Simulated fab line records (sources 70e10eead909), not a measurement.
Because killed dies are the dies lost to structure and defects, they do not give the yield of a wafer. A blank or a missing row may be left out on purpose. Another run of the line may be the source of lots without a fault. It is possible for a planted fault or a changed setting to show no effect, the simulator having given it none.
fab line records	flow nand_harc
[record] lots = 13	wafers = 39	last_day = 33
route steps=1302 shown A_CONTACT@1049 END@1302
lots that met no fault: from a run of the same line without faults
start_h: the number of hours between the record's first day and the start of the first shown wafer of the lot	wait_h: time in hours since the lot's previous step	" repeats the value in the row above	L1.1+2: a row that stands for several wafers	- no value present, or no start provided	* or withheld: withheld	< > ~ a bound
route shown NAME@n: a module of which the file shows steps, and the number in the route of the first	usual: the fault-free wafers' mean and standard deviation	same: alike in all rows	chamber/n: place in a boat	sites: each site's reading	_std_site: the values' standard deviation	_edge_site: mean of outer sites minus mean of inner sites	radius_mm: for every site, how far away it sits from the centre of the wafer	mask NAME#n: copy n	behind: the most recent tool/chamber to have shaped the wafer	hold: why the lot was held/for how many hours/how that ended	device: which transistor (n, p or np) failed to switch	end of line: tests run on the same wafers once the route is complete	step lacking rows: just its recipe	killed: the dies lost at the first sort to structure and to defects; this is not the yield of the wafer	map: shows each die of a wafer: x if killed, . if not, _ if none is there
set.NAME: the setting as run; set.NAME@STEP: as run at that earlier step	model.NAME: the simulator's own value behind a step, which no gauge read
the route's steps for a sample of lots (tables are steps, rows are wafers)
services: when a tool's chamber went out of use (start_h, in hours from the record's first day, below 0 if earlier), for how many hours, and the reason
[[steps]]
[step NHARC_A_CONTACT_ETCH_126]
[recipe] source_w = withheld	pressure_mtorr = 20	bias_v = 3000	time_s = 197	target_depth_a = 19180	ar_flow_sccm = withheld	c4f8_flow_sccm = withheld	o2_flow_sccm = withheld	chemistry = C4F8/O2/Ar
lot.wafer	tool	chamber	start_h	wait_h	rf_hours_counter_h
L777.3	har_cap_etch-02	1	490.31	0.1	-
L777.6	"	0	"	"	-
L777.5	"	1	"	"	-
L778.2	har_cap_etch-03	0	513.61	0.1	45
L778.1	"	1	"	"	45
L778.5	"	0	"	"	-
L782.2	har_cap_etch-01	0	543.92	0.1	4
L782.3	"	1	"	"	-
L782.5	"	0	"	"	-
L780.1	har_cap_etch-02	0	544.37	0.1	94
L780.5	"	0	"	"	-
L780.6	"	1	"	"	-
L781.2	har_cap_etch-03	0	545.74	0.1	51
L781.4	"	0	"	"	-
L781.5	"	0	"	"	-
L784.2	har_cap_etch-01	0	586.47	0.1	11
L784.1	"	1	"	"	11
L784.3	"	0	"	"	-
L786.3	har_cap_etch-02	0	599.08	0.1	-
L786.6	"	0	"	"	-
L786.5	"	1	"	"	-
L788.1	har_cap_etch-02	0	615.69	0.2	106
L788.4	"	0	"	"	-
L788.6	"	0	"	"	-
L793.3	har_cap_etch-03	1	658.73	0.1	-
L793.6	"	1	"	"	-
L793.5	"	0	"	"	-
L795.2	har_cap_etch-01	0	684.67	0.1	31
L795.3	"	0	"	"	-
L795.5	"	0	"	"	-
L797.1	har_cap_etch-03	0	689.29	0.2	80
L797.3	"	1	"	"	-
L797.5	"	0	"	"	-
L799.1	har_cap_etch-03	1	708.32	0.1	84
L799.4	"	1	"	"	-
L799.5	"	1	"	"	-
L800.2	har_cap_etch-01	0	727.50	0.1	38
L800.3	"	0	"	"	-
L800.6	"	1	"	"	-
[step NHARC_A_CONTACT_ETCH_127]
[recipe] source_w = withheld	pressure_mtorr = 20	bias_v = 3000	time_s = 197	target_depth_a = 19180	ar_flow_sccm = withheld	c4f8_flow_sccm = withheld	o2_flow_sccm = withheld	chemistry = C4F8/O2/Ar
lot.wafer	tool	chamber	start_h	wait_h	rf_hours_counter_h
L777.3	har_cap_etch-02	1	490.49	0.1	-
L777.6	"	0	"	"	-
L777.5	"	1	"	"	-
L778.2	har_cap_etch-03	0	513.79	0.1	46
L778.1	"	1	"	"	46
L778.5	"	0	"	"	-
L782.2	har_cap_etch-01	0	544.10	0.1	5
L782.3	"	1	"	"	-
L782.5	"	0	"	"	-
L780.1	har_cap_etch-02	0	544.55	0.1	94
L780.5	"	0	"	"	-
L780.6	"	1	"	"	-
L781.2	har_cap_etch-03	0	545.92	0.1	51
L781.4	"	0	"	"	-
L781.5	"	0	"	"	-
L784.2	har_cap_etch-01	0	586.65	0.1	11
L784.1	"	1	"	"	11
L784.3	"	0	"	"	-
L786.3	har_cap_etch-02	0	599.26	0.1	-
L786.6	"	0	"	"	-
L786.5	"	1	"	"	-
L788.1	har_cap_etch-02	0	615.86	0.1	106
L788.4	"	0	"	"	-
L788.6	"	0	"	"	-
L793.3	har_cap_etch-03	1	658.90	0.1	-
L793.6	"	1	"	"	-
L793.5	"	0	"	"	-
L795.2	har_cap_etch-01	0	684.84	0.1	31
L795.3	"	0	"	"	-
L795.5	"	0	"	"	-
L797.1	har_cap_etch-03	0	689.53	0.2	80
L797.3	"	1	"	"	-
L797.5	"	0	"	"	-
L799.1	har_cap_etch-03	1	708.50	0.1	84
L799.4	"	1	"	"	-
L799.5	"	1	"	"	-
L800.2	har_cap_etch-01	0	727.68	0.1	39
L800.3	"	0	"	"	-
L800.6	"	1	"	"	-
[step NHARC_A_CONTACT_STRIP_82]
[recipe] o2_flow_sccm = 500	ar_flow_sccm = 0	bias_w = 0	chemistry = O2
[usual] drypump_motor_current_A = 5.8/0.51	oes_product_au = 1.001/0.011	rf_vpp_V = 57.5/0.96	showerhead_plenum_p_Torr = 3.39/0.13	throttle_valve_pct = 17.035/0.0097
lot.wafer	tool	chamber	start_h	wait_h	drypump_motor_current_A	oes_product_au	rf_hours_counter_h	rf_vpp_V	showerhead_plenum_p_Torr	throttle_valve_pct
L777.3	rie_diel-13	0	-	-	5.0	1.019	25	56.7	3.29	17.032
L777.6	"	2	"	"	6.5	0.996	-	58.5	3.40	17.014
L777.5	"	1	"	"	6.3	0.995	-	57.5	3.28	17.043
L778.2	rie_diel-13	0	-	-	5.0	1.018	28	56.1	3.28	17.040
L778.1	"	3	"	"	5.6	1.002	26	57.6	3.37	17.041
L778.5	"	1	"	"	6.2	0.990	-	57.3	3.28	17.043
L782.3	rie_diel-13	2	-	-	6.4	0.995	3	57.7	3.40	17.025
L782.2	"	3	"	"	5.5	1.004	2	57.5	3.37	17.033
L782.5	"	0	"	"	5.0	1.005	-	57.4	3.28	17.024
L780.1	rie_diel-13	0	-	-	5.0	1.019	2	56.4	3.28	17.037
L780.6	"	2	"	"	6.4	1.000	-	57.6	3.40	17.029
L780.5	"	3	"	"	5.5	1.017	-	57.7	3.37	17.054
L781.4	rie_diel-02	0	-	-	6.1	0.994	49	56.8	3.49	17.039
L781.2	"	1	"	"	6.0	1.006	50	59.0	3.54	17.040
L781.5	"	3	"	"	5.2	1.014	-	58.8	3.31	17.044
L784.3	rie_diel-12	0	-	-	5.6	1.006	50	58.1	3.53	17.044
L784.1	"	1	"	"	5.6	0.999	50	57.6	3.33	17.033
L784.2	"	2	"	"	6.0	0.984	53	58.5	3.74	17.033
L786.3	rie_diel-12	1	-	-	5.5	1.002	56	56.2	3.32	17.040
L786.5	"	0	"	"	5.6	1.000	-	57.8	3.53	17.033
L786.6	"	1	"	"	5.6	1.008	-	56.4	3.32	17.033
L788.1	rie_diel-13	3	-	-	5.5	1.004	15	56.3	3.36	17.056
L788.6	"	0	"	"	5.0	1.016	-	55.9	3.27	17.027
L788.4	"	2	"	"	6.4	1.000	-	58.0	3.39	17.034
L793.3	rie_diel-12	3	-	-	5.1	0.981	10	59.6	3.51	17.031
L793.5	"	3	"	"	5.1	1.001	-	57.2	3.51	17.031
L793.6	"	0	"	"	5.6	1.007	-	56.8	3.52	17.048
L795.3	rie_diel-02	0	-	-	6.1	0.988	37	58.7	3.46	17.028
L795.2	"	2	"	"	5.7	0.989	37	57.7	3.29	17.008
L795.5	"	3	"	"	5.3	1.038	-	55.4	3.29	17.028
L797.1	rie_diel-13	0	-	-	5.0	1.008	36	57.8	3.27	17.043
L797.3	"	1	"	"	6.3	1.007	34	57.3	3.26	17.033
L797.5	"	1	"	"	6.2	1.010	-	57.8	3.26	17.039
L799.1	rie_diel-12	1	-	-	5.5	0.996	26	57.7	3.31	17.009
L799.5	"	1	"	"	5.6	0.999	-	57.2	3.31	17.022
L799.4	"	3	"	"	5.1	0.997	-	57.3	3.50	17.025
L800.2	rie_diel-13	0	-	-	5.0	1.002	4	58.2	3.81	17.026
L800.3	"	1	"	"	6.2	0.997	4	58.6	3.81	17.036
L800.6	"	3	"	"	5.5	0.996	-	58.9	3.35	17.048
[step NHARC_A_CONTACT_SOFTBAKE_03]
[recipe] temp_c = 105	time_s = 55
[usual] heater_power_total_W = 188.46/0.15
lot.wafer	tool	chamber	start_h	wait_h	heater_power_total_W
L777.3	litho_track-06	0	498	-	188.41
L777.5	"	0	"	"	188.32
L777.6	"	0	"	"	188.50
L778.1	litho_track-06	0	518	-	188.28
L778.2	"	0	"	"	188.49
L778.5	"	0	"	"	188.57
L782.2	litho_track-06	0	550	-	188.31
L782.3	"	0	"	"	188.62
L782.5	"	0	"	"	188.25
L780.1	litho_track-04	0	550	-	188.22
L780.5	"	0	"	"	188.66
L780.6	"	0	"	"	188.37
L781.2	litho_track-01	0	552	-	188.44
L781.4	"	0	"	"	188.33
L781.5	"	0	"	"	188.75
L784.1	litho_track-04	0	591	-	188.37
L784.2	"	0	"	"	188.28
L784.3	"	0	"	"	188.48
L786.3	litho_track-01	0	604	-	188.46
L786.5	"	0	"	"	188.79
L786.6	"	0	"	"	188.44
L788.1	litho_track-04	0	623	-	188.57
L788.4	"	0	"	"	188.44
L788.6	"	0	"	"	188.48
L793.3	litho_track-06	0	663	-	323.13
L793.5	"	0	"	"	323.16
L793.6	"	0	"	"	188.41
L795.2	litho_track-06	0	690	-	188.62
L795.3	"	0	"	"	323.17
L795.5	"	0	"	"	322.97
L797.1	litho_track-06	0	695	-	188.36
L797.3	"	0	"	"	323.46
L797.5	"	0	"	"	323.03
L799.1	litho_track-01	0	716	-	188.32
L799.4	"	0	"	"	188.37
L799.5	"	0	"	"	188.68
L800.2	litho_track-01	0	732	-	188.64
L800.3	"	0	"	"	188.41
L800.6	"	0	"	"	188.38
[step NHARC_END_SORT_01]
[recipe] temp_c = 25
[usual] killed_at_array = 52/18	killed_at_other = 1.0/1.4	killed_at_periphery = 3.1/2.3	killed_dies = 56/17	killed_open = 3.0/1.7	killed_short = 2.5/1.7
[same] gross_dies = 677
lot.wafer	tool	chamber	start_h	wait_h	killed_at_array	killed_at_other	killed_at_periphery	killed_dies	killed_open	killed_short
L795.2	prober-01	0	739.22	2.8	68	1	4	73	3	1
L795.3	prober-01	0	740.02	3.1	62	0	4	66	5	3
L795.5	prober-01	0	741.60	3.7	58	0	2	60	0	2
// killed by level:class
L795.2 A_SLIT:chamber_film_flake=26 A_CHANNEL_HOLE_D2:chamber_film_flake=22 A_CHANNEL_HOLE_D1:chamber_film_flake=5 A_CONTACT:chamber_film_flake=4 A_WL_FILL:chamber_film_flake=4 A_STAIRCASE:chamber_film_flake=2 P_CONTACT:geometric_particle:open=1 P_M0:geometric_particle:short=1
L795.3 A_SLIT:chamber_film_flake=23 A_CHANNEL_HOLE_D1:chamber_film_flake=13 A_CHANNEL_HOLE_D2:chamber_film_flake=11 A_CONTACT:chamber_film_flake=4 P_GATE:chamber_film_flake=2 P_M1:geometric_particle:open=1 A_CHANNEL_HOLE_D1:geometric_particle:open=1 A_DECK1_JOINT:geometric_particle:open=1
L795.5 A_SLIT:chamber_film_flake=24 A_CHANNEL_HOLE_D2:chamber_film_flake=22 A_CHANNEL_HOLE_D1:chamber_film_flake=6 A_CHANNEL_FILL_D1:chamber_film_flake=3 P_STI:geometric_particle:short=1 P_M0:geometric_particle:short=1 A_DECK1_JOINT:chamber_film_flake=1 A_STAIRCASE:chamber_film_flake=1
[[services]]
tool	chamber	start_h	hours	kind
rie_diel-13	0	473.58	-	clean
rie_diel-13	3	487.99	21.8	repair
rie_diel-13	0	493.55	1.6	repair
har_cap_etch-01	-	497.00	17.0	pm
har_cap_etch-01	0	497.00	17.0	vent_cycle
har_cap_etch-01	1	497.00	17.0	vent_cycle
litho_track-01	-	505.00	7.0	pm
har_cap_etch-01	0	514.00	-	clean
har_cap_etch-01	1	514.00	-	clean
litho_track-06	-	529.00	7.0	pm
rie_diel-13	-	540.47	0.6	repair
litho_track-04	-	553.00	7.0	pm
rie_diel-02	-	571.36	9.0	pm
rie_diel-13	1	608.78	9.6	repair
rie_diel-12	-	617.72	0.5	repair
rie_diel-12	-	623.70	9.0	pm
litho_track-01	-	680.00	7.0	pm
rie_diel-13	-	696.17	9.0	pm
rie_diel-12	2	702.20	9.0	repair
litho_track-06	-	704.00	7.0	pm
rie_diel-02	0	706.35	13.2	repair
har_cap_etch-02	-	709.41	0.2	repair
litho_track-04	-	728.00	7.0	pm
rie_diel-02	3	731.04	8.6	repair
[[key]]
[first_sign] step = NHARC_A_CONTACT_SOFTBAKE_03	reading = heater_power_total_W	direction = up	sigmas = 99+	usual = *	struck = *
effect none on later readings
met_at NHARC_A_CONTACT_SOFTBAKE_03
struck_lots L793,L795,L797
struck_wafers L793.3,L793.5,L795.3,L795.5,L797.3,L797.5
tester_left_out L793,L795,L797
not_acting_at NHARC_A_CONTACT_ETCH_126,NHARC_A_CONTACT_ETCH_127,NHARC_A_CONTACT_STRIP_82
onset_between 550 663
[fault] kind = process_parameter_drift	tool = litho_track-06	chamber = -	onset_h = 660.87	steps = NHARC_A_CONTACT_SOFTBAKE_03	channel = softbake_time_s	offset = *	shape = step	end_h = 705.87	scope = struck_wafers_only	acts_in = *	stated = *
// tester_left_out: of these lots the tester's yield and bins aren't shown, on N5 and GAA mostly nor the transistor test; their killed dies are dies lost to structure and defects alone, not to doping, threshold or leakage, so they don't give the yield
